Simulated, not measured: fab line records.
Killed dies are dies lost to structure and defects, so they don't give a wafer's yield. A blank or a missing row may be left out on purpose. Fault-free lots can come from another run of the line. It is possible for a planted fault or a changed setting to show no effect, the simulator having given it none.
Chamber matching -- flow nand_harc -- 4 sister chambers for NHARC_P_BONDPAD_STRIP_15 on rie_diel-08
The step strips in O2. 14 wafers are shown with their chamber, then 7 later ones without.

WAFERS PAIRED WITH THEIR CHAMBERS
wafer,chamber,showerhead_plenum_p_Torr (Torr),oes_product_au (a.u.),o2_flow_sccm (sccm)
L075.3,2,3.36,1.010,501.3
L075.5,1,3.65,0.982,498.7
L075.6,0,3.48,1.004,496.7
L079.1,2,3.36,1.014,500.7
L079.2,3,3.32,0.991,502.4
L079.4,3,3.32,1.002,501.7
L084.3,2,3.36,0.984,500.5
L084.4,1,3.65,0.990,500.6
L084.5,2,3.36,0.980,499.5
L087.1,3,3.32,0.993,497.9
L087.2,0,3.48,1.011,499.1
L087.4,2,3.36,0.983,500.2
L088.3,2,3.36,0.969,500.6
L088.4,0,3.47,1.020,501.0

SIGNATURES (means of the wafers above)
reading,chamber 0,chamber 1,chamber 2,chamber 3,scatter within a chamber
showerhead_plenum_p_Torr,3.4767,3.6500,3.3600,3.3200,0.00258
oes_product_au,1.01167,0.98600,0.99000,0.99533,0.0135
o2_flow_sccm,498.933,499.650,500.467,500.667,1.57
Rule: a wafer lies at a distance from a chamber equal to the root of the sum of squares, over the readings, of (its reading less the chamber's mean, divided by the reading's scatter). If the next closest chamber is less than 2 further off than the closest, the wafer can't be placed; otherwise it belongs to the closest. How the scatter is found: for the shown wafers, subtract from each reading the mean of its chamber, square and add these, divide the total by (wafers less chambers), then take the root.

WAFERS WHOSE CHAMBER IS MISSING
wafer,showerhead_plenum_p_Torr (Torr),oes_product_au (a.u.),o2_flow_sccm (sccm)
L088.6,3.65,0.985,498.2
L094.1,3.47,1.015,500.6
L094.3,3.32,0.979,500.6
L094.5,3.47,1.009,501.1
L095.1,3.47,1.006,499.6
L095.2,3.36,0.998,498.0
L095.3,3.32,0.979,500.8

EACH ONE'S CHAMBER
wafer,from the rows above,in truth
L088.6,1,1
L094.1,0,0
L094.3,3,3
L094.5,0,0
L095.1,0,0
L095.2,2,2
L095.3,3,3
Placed correctly: 7 of 7. Not placeable from these rows: 0. Placed wrongly: 0.
